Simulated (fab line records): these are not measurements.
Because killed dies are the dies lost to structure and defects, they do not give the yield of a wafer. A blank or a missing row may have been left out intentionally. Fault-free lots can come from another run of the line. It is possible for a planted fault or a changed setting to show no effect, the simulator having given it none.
fab line records	flow nand_harc
record: lots: 13	wafers: 39	last_day: 25
route steps=1159 shown A_ONON_D1@437 END@1159
lots that met no fault: from a run of the same line without faults
start_h: hours from the record's first day to the start of the lot's first wafer shown	wait_h: hours from the lot's prior step to this one	" repeats the value in the row above	L1.1+2: one row covering several wafers at once	- no value, or no start given	* or withheld: withheld	< > ~ a bound
route shown NAME@n: NAME is a module with steps in the file, n the number in the route of the first one	usual: mean and standard deviation over wafers with no fault	same: alike in all rows	chamber/n: place in a boat	sites: the reading at each site	_std_site: the standard deviation of these	_edge_site: outer sites' mean less inner sites'	radius_mm: how far each site lies from the wafer's centre	mask NAME#n: copy n	behind: the last tool/chamber to shape the wafer	hold: what put the lot on hold/how long, in hours/how the hold closed	device: transistor that didn't switch, given as n, p or np	end of line: the tests these same wafers got at the end of their route	a step with no rows: only its recipe	killed: count of dies lost to structure and defects at first sort (not the wafer's yield)	map: shows each die of a wafer: x if killed, . if not, _ if none is there
set.NAME: the setting as run; set.NAME@STEP: as run at that earlier step	model.NAME: the simulator's own value behind a step, which no gauge read
one table for each step of the route and one row for each wafer, over a sample of lots
services: the hour from which a tool's chamber was out of use, counted from the record's first day as start_h (under 0 if before that day), plus the number of hours and why
== steps ==
step: NHARC_A_ONON_D1_THK_MEAS_18
recipe: thk_meas_gauge: ellipsometry
usual: thk_nm: 1002/11
lot.wafer	tool	chamber	start_h	wait_h	thk_nm
L839.1	film_metro-02	-	175.97	-	1007
L839.2	"	-	"	"	1008
L839.5	"	-	"	"	1008
L840.1	film_metro-01	-	175.97	-	1002
L840.4	"	-	"	"	1000
L840.6	"	-	"	"	1000
L842.4	film_metro-01	-	183.78	-	992
L842.5	"	-	"	"	991
L842.6	"	-	"	"	993
L841.3	film_metro-02	-	183.80	-	998
L841.4	"	-	"	"	996
L841.5	"	-	"	"	997
L843.1	film_metro-02	-	191.00	-	981
L843.3	"	-	"	"	982
L843.4	"	-	"	"	983
L845.1	film_metro-02	-	204.72	-	1013
L845.3	"	-	"	"	1012
L845.4	"	-	"	"	1013
L846.1	film_metro-01	-	204.73	-	989
L846.3	"	-	"	"	990
L846.6	"	-	"	"	989
L848.1	film_metro-01	-	220.60	-	1028
L848.2	"	-	"	"	1028
L848.4	"	-	"	"	1028
L850.1	film_metro-01	-	225.76	-	1009
L850.4	"	-	"	"	1009
L850.5	"	-	"	"	1008
L853.1	film_metro-01	-	243.76	-	1010
L853.3	"	-	"	"	1009
L853.5	"	-	"	"	1010
L851.1	film_metro-02	-	243.77	-	1004
L851.3	"	-	"	"	1003
L851.5	"	-	"	"	1002
L862.3	film_metro-01	-	296.21	-	1003
L862.4	"	-	"	"	1003
L862.6	"	-	"	"	1003
L861.1	film_metro-02	-	296.56	-	1001
L861.2	"	-	"	"	997
L861.3	"	-	"	"	999
step: NHARC_A_ONON_D1_DEP_22
recipe: target_thk_a: 10000	n2_flow_sccm: 2750	n2o_flow_sccm: 2000	nh3_flow_sccm: 500	sih4_flow_sccm: 210	temp_c: 400
lot.wafer	tool	chamber	start_h	wait_h
L839.1+2+5	pecvd_onon-04	0	176.59	0.1
L840.1+4+6	pecvd_onon-01	0	176.60	0.1
L841.3+4+5	pecvd_onon-04	0	184.54	0.2
L842.4+5+6	pecvd_onon-02	0	184.58	0.2
L843.1+3+4	pecvd_onon-01	0	191.62	0.1
L845.1+3+4	pecvd_onon-02	0	205.35	0.1
L846.1+3+6	pecvd_onon-04	0	205.35	0.1
L848.1+2+4	pecvd_onon-01	0	221.23	0.1
L850.1+4+5	pecvd_onon-02	0	226.38	0.1
L853.1+3+5	pecvd_onon-02	0	244.39	0.1
L851.1+3+5	pecvd_onon-01	0	244.53	0.1
L862.3+4+6	pecvd_onon-01	0	296.95	0.2
L861.1+2+3	pecvd_onon-01	0	297.19	0.1
step: NHARC_A_ONON_D1_THK_MEAS_24
recipe: thk_meas_gauge: ellipsometry
usual: thk_nm: 999/12
lot.wafer	tool	chamber	start_h	wait_h	thk_nm
L839.1	film_metro-02	-	177.10	-	1002
L839.2	"	-	"	"	1005
L839.5	"	-	"	"	1002
L840.1	film_metro-01	-	177.11	-	1001
L840.4	"	-	"	"	1000
L840.6	"	-	"	"	1001
L842.4	film_metro-01	-	184.92	-	1010
L842.5	"	-	"	"	1010
L842.6	"	-	"	"	1010
L841.3	film_metro-02	-	184.96	-	1010
L841.4	"	-	"	"	1010
L841.5	"	-	"	"	1009
L843.1	film_metro-02	-	192.13	-	988
L843.3	"	-	"	"	990
L843.4	"	-	"	"	990
L846.1	film_metro-01	-	205.85	-	1015
L846.3	"	-	"	"	1014
L846.6	"	-	"	"	1014
L845.1	film_metro-02	-	205.88	-	984
L845.3	"	-	"	"	981
L845.4	"	-	"	"	983
L848.1	film_metro-01	-	221.73	-	1012
L848.2	"	-	"	"	1011
L848.4	"	-	"	"	1009
L850.1	film_metro-02	-	226.89	-	987
L850.4	"	-	"	"	987
L850.5	"	-	"	"	987
L853.1	film_metro-01	-	244.89	-	980
L853.3	"	-	"	"	617
L853.5	"	-	"	"	981
L851.1	film_metro-01	-	245.06	-	1025
L851.3	"	-	"	"	1023
L851.5	"	-	"	"	1024
L862.3	film_metro-02	-	297.35	-	1011
L862.4	"	-	"	"	1013
L862.6	"	-	"	"	1014
L861.1	film_metro-01	-	297.71	-	992
L861.2	"	-	"	"	990
L861.3	"	-	"	"	988
step: NHARC_A_ONON_D1_DEP_33
recipe: target_thk_a: 2000	temp_c: 400	pressure_torr: 6.5	rf_w: 900	teos_flow_sccm: 161.4	flow_sccm: 2650	target_thk_nm: 200	gas: O2	material: SiO2
usual: heater_power_outer_w: 300/60	heater_power_w: 547/94	throttle_valve_pct: 15.9/0.71
lot.wafer	tool	chamber	start_h	wait_h	heater_power_outer_w	heater_power_w	throttle_valve_pct
L839.2	pecvd-03	1	178.30	0.1	353	626	16.9
L839.1	"	0	"	"	214	422	16.9
L839.5	"	1	"	"	358	611	16.8
L840.1	pecvd-02	0	178.47	0.2	405	727	14.7
L840.4	"	1	"	"	261	468	16.6
L840.6	"	2	"	"	344	596	15.5
L841.3	pecvd-01	0	186.23	0.1	285	490	16.2
L841.5	"	2	"	"	229	465	16.1
L841.4	"	1	"	"	348	635	15.2
L842.5	pecvd-02	2	186.25	0.2	358	618	15.9
L842.6	"	0	"	"	328	614	14.9
L842.4	"	1	"	"	221	383	16.5
L843.1	pecvd-01	0	193.37	0.1	243	450	16.2
L843.3	"	1	"	"	334	609	15.3
L843.4	"	2	"	"	258	520	16.2
L846.1	pecvd-01	2	207.06	0.1	318	602	16.1
L846.3	"	0	"	"	207	399	16.3
L846.6	"	2	"	"	333	605	15.9
L845.1	pecvd-01	0	207.33	0.3	280	501	16.4
L845.3	"	2	"	"	249	492	16.3
L845.4	"	1	"	"	307	577	15.3
L848.2	pecvd-01	2	222.97	0.1	309	591	16.4
L848.1	"	0	"	"	214	401	16.5
L848.4	"	1	"	"	329	611	15.2
L850.1	pecvd-01	1	228.43	0.4	351	622	15.2
L850.5	"	1	"	"	358	626	15.2
L850.4	"	0	"	"	260	471	16.3
L853.1	pecvd-02	2	246.07	0.1	418	704	15.8
L853.3	"	1	"	"	266	459	16.7
L853.5	"	1	"	"	275	476	16.6
L851.1	pecvd-02	1	246.39	0.2	213	395	16.6
L851.3	"	2	"	"	318	576	15.9
L851.5	"	2	"	"	323	593	15.8
L862.3	pecvd-01	1	298.53	0.1	284	530	15.2
L862.4	"	1	"	"	297	566	15.1
L862.6	"	2	"	"	263	511	16.4
L861.3	pecvd-01	1	298.90	0.1	347	629	14.9
L861.2	"	2	"	"	268	509	16.5
L861.1	"	0	"	"	198	403	15.5
step: NHARC_END_SORT_01
recipe: temp_c: 25
usual: killed_at_array: 28/11	killed_at_other: 0.8/1.1	killed_at_periphery: 3.3/2.8	killed_dies: 32/11	killed_open: 3.3/1.9	killed_short: 1.9/1.4
same: gross_dies: 677
lot.wafer	tool	chamber	start_h	wait_h	killed_at_array	killed_at_other	killed_at_periphery	killed_dies	killed_open	killed_short
L841.3	prober-02	0	457.90	3.1	8	1	10	19	3	0
L841.4	prober-02	0	458.70	3.4	12	2	2	16	2	2
L841.5	prober-02	0	459.51	3.7	13	0	3	16	4	1
L846.1	prober-01	0	476.98	2.5	12	0	3	15	3	2
L846.3	prober-01	0	478.59	3.1	6	1	3	10	4	1
L846.6	prober-01	0	481.01	4.0	12	2	0	14	2	1
L845.1	prober-02	0	477.02	2.5	38	0	1	39	2	3
L845.3	prober-02	0	478.62	3.1	47	0	0	47	4	2
L845.4	prober-02	0	479.43	3.4	35	0	2	37	0	6
L848.1	prober-01	0	502.46	2.5	29	0	6	35	8	0
L848.2	prober-01	0	503.26	2.8	41	0	0	41	4	0
L848.4	prober-01	0	504.86	3.4	38	1	1	40	3	0
L853.1	prober-02	0	506.00	2.5	34	3	6	43	1	3
L853.3	prober-02	0	507.63	3.1	666	5	6	677	2	0
L853.5	prober-02	0	509.25	3.8	40	4	1	45	0	3
killed by level:class
L841.3 P_ZERO_WELL:chamber_film_flake=5 P_BONDPAD:chamber_film_flake=3 A_BLC:geometric_particle:open=2 P_STI:chamber_film_flake=2 A_CHANNEL_HOLE_D1:chamber_film_flake=2 A_CONTACT:geometric_particle:open=1 A_CHANNEL_FILL_D1:chamber_film_flake=1 A_STAIRCASE:chamber_film_flake=1
L841.4 A_CHANNEL_HOLE_D1:chamber_film_flake=4 A_CONTACT:geometric_particle:open=2 A_CONTACT:chamber_film_flake=2 THIN_TSV:chamber_film_flake=2 A_ONON_D1:geometric_particle:short=1 A_WL_FILL:geometric_particle:short=1 P_GATE:chamber_film_flake=1 P_BONDPAD:chamber_film_flake=1
L841.5 A_STAIRCASE:chamber_film_flake=3 A_CONTACT:chamber_film_flake=3 A_CHANNEL_FILL_D1:geometric_particle:open=2 P_BONDPAD:chamber_film_flake=2 A_STAIRCASE:geometric_particle:open=1 A_CONTACT:geometric_particle:short=1 A_BLC:geometric_particle:open=1 P_ZERO_WELL:chamber_film_flake=1
L846.1 A_CHANNEL_HOLE_D1:chamber_film_flake=3 A_STAIRCASE:chamber_film_flake=3 A_CONTACT:chamber_film_flake=2 P_CONTACT:geometric_particle:open=1 A_CHANNEL_FILL_D1:geometric_particle:short=1 A_STAIRCASE:geometric_particle:open=1 A_SGD_CUT:geometric_particle:short=1 A_BLC:geometric_particle:open=1
L845.1 A_CHANNEL_HOLE_D1:chamber_film_flake=15 A_SLIT:chamber_film_flake=12 A_STAIRCASE:chamber_film_flake=2 A_CONTACT:chamber_film_flake=2 A_ONON_D1:geometric_particle:open=1 A_CHANNEL_HOLE_D1:geometric_particle:short=1 A_CHANNEL_FILL_D1:geometric_particle:short=1 A_WL_FILL:geometric_particle:short=1
L846.3 P_CONTACT:geometric_particle:open=2 A_STAIRCASE:chamber_film_flake=2 A_CHANNEL_FILL_D1:geometric_particle:open=1 A_WL_FILL:geometric_particle:short=1 A_CONTACT:geometric_particle:open=1 P_GATE:chamber_film_flake=1 A_ZERO_WELL:chamber_film_flake=1 THIN_TSV:chamber_film_flake=1
L845.3 A_CHANNEL_HOLE_D1:chamber_film_flake=25 A_SLIT:chamber_film_flake=12 A_CONTACT:geometric_particle:open=2 A_STAIRCASE:chamber_film_flake=2 A_ONON_D1:geometric_particle:open=1 A_CHANNEL_FILL_D1:geometric_particle:short=1 A_CHANNEL_FILL_D1:geometric_particle:open=1 A_SGD_CUT:geometric_particle:short=1
L845.4 A_CHANNEL_HOLE_D1:chamber_film_flake=19 A_SLIT:chamber_film_flake=5 A_STAIRCASE:chamber_film_flake=4 P_M2:geometric_particle:short=1 A_CHANNEL_HOLE_D1:geometric_particle:short=1 A_CHANNEL_FILL_D1:geometric_particle:short=1 A_SGD_CUT:geometric_particle:short=1 A_WL_FILL:geometric_particle:short=1
L846.6 A_CONTACT:chamber_film_flake=5 A_WL_FILL:geometric_particle:open=2 A_CHANNEL_HOLE_D1:chamber_film_flake=2 THIN_TSV:chamber_film_flake=2 A_WL_FILL:geometric_particle:short=1 A_STAIRCASE:chamber_film_flake=1 A_SGD_CUT:chamber_film_flake=1
L848.1 A_CHANNEL_HOLE_D1:chamber_film_flake=13 A_SLIT:chamber_film_flake=8 A_ZERO_WELL:chamber_film_flake=3 P_M0:geometric_particle:open=2 A_STAIRCASE:chamber_film_flake=2 P_GATE:geometric_particle:open=1 P_CONTACT:geometric_particle:open=1 P_M1:geometric_particle:open=1
L848.2 A_CHANNEL_HOLE_D1:chamber_film_flake=16 A_SLIT:chamber_film_flake=9 A_STAIRCASE:chamber_film_flake=6 A_ZERO_WELL:chamber_film_flake=3 A_CONTACT:chamber_film_flake=3 A_SGD_CUT:geometric_particle:open=1 A_WL_FILL:geometric_particle:open=1 A_CONTACT:geometric_particle:open=1
L848.4 A_CHANNEL_HOLE_D1:chamber_film_flake=17 A_STAIRCASE:chamber_film_flake=8 A_SLIT:chamber_film_flake=7 A_CONTACT:chamber_film_flake=2 A_CONTACT:geometric_particle:open=1 A_BLC:geometric_particle:open=1 A_M1:geometric_particle:open=1 P_STI:chamber_film_flake=1
L853.1 A_CHANNEL_HOLE_D1:chamber_film_flake=20 A_CONTACT:chamber_film_flake=5 THIN_TSV:chamber_film_flake=3 P_M1:chamber_film_flake=2 A_SLIT:chamber_film_flake=2 P_M0:geometric_particle:open=1 A_CONTACT:geometric_particle:short=1 A_BLC:geometric_particle:short=1
L853.3 A_ONON_D1:area_dep=630 A_CHANNEL_HOLE_D1:chamber_film_flake=22 A_STAIRCASE:chamber_film_flake=6 A_CONTACT:chamber_film_flake=6 THIN_TSV:chamber_film_flake=5 P_M1:chamber_film_flake=3 P_CONTACT:geometric_particle:open=1 P_M0:geometric_particle:open=1
L853.5 A_CHANNEL_HOLE_D1:chamber_film_flake=21 A_STAIRCASE:chamber_film_flake=8 A_CONTACT:chamber_film_flake=7 THIN_TSV:chamber_film_flake=4 A_WL_FILL:geometric_particle:short=1 A_M0:geometric_particle:short=1 A_M1:geometric_particle:short=1 P_M1:chamber_film_flake=1
== services ==
tool	chamber	start_h	hours	kind
pecvd_onon-02	-	152.71	0.2	repair
pecvd-02	-	153.33	13.0	pm
pecvd-02	0	153.33	13.0	vent_cycle
pecvd-02	1	153.33	13.0	vent_cycle
pecvd-02	2	153.33	13.0	vent_cycle
pecvd-02	0	166.33	-	clean
pecvd-02	1	166.33	-	clean
pecvd-02	2	166.33	-	clean
pecvd-02	-	178.66	1.9	repair
pecvd_onon-01	-	195.43	13.0	pm
pecvd-02	1	197.67	1.8	repair
pecvd_onon-01	-	214.07	2.1	repair
pecvd-03	-	233.74	1.1	repair
pecvd_onon-04	-	237.00	13.0	pm
pecvd-01	-	237.50	13.0	pm
pecvd-01	0	237.50	13.0	vent_cycle
pecvd-01	1	237.50	13.0	vent_cycle
pecvd-01	2	237.50	13.0	vent_cycle
pecvd-01	0	250.50	-	clean
pecvd-01	1	250.50	-	clean
pecvd-01	2	250.50	-	clean
pecvd_onon-02	-	292.00	13.0	pm
pecvd-03	-	292.48	13.0	pm
pecvd-03	0	292.48	13.0	vent_cycle
== key ==
first_sign: step: NHARC_A_ONON_D1_THK_MEAS_24	reading: thk_nm	direction: down	sigmas: 33	usual: 999	struck: 617
effect: step: NHARC_END_SORT_01	reading: killed_at_array	direction: up	sigmas: 58	usual: 28	struck: 666
more_kills_born_at: NHARC_A_ONON_D1_DEP_22@pecvd_onon-02: 630
met_at NHARC_A_ONON_D1_DEP_22
struck_lots L853
struck_wafers L853.3
later_rows_left_out L853.3
tester_left_out L853
not_acting_at NHARC_A_ONON_D1_THK_MEAS_18,NHARC_A_ONON_D1_DEP_33
fault: kind: process_parameter_drift	tool: pecvd_onon-02	chamber: -	onset_h: 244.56	steps: NHARC_A_ONON_D1_DEP_22	channel: target_thk_a	offset: *	shape: step	end_h: 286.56	scope: struck_wafers_only	acts_in: *	stated: *
tester_left_out: of these lots the tester's yield and bins aren't shown, on N5 and GAA mostly nor the transistor test; their killed dies are dies lost to structure and defects alone, not to doping, threshold or leakage, so they don't give the yield
later_rows_left_out: the simulator's readings of these wafers behind a module that went badly wrong aren't trusted and aren't shown, but for the sort
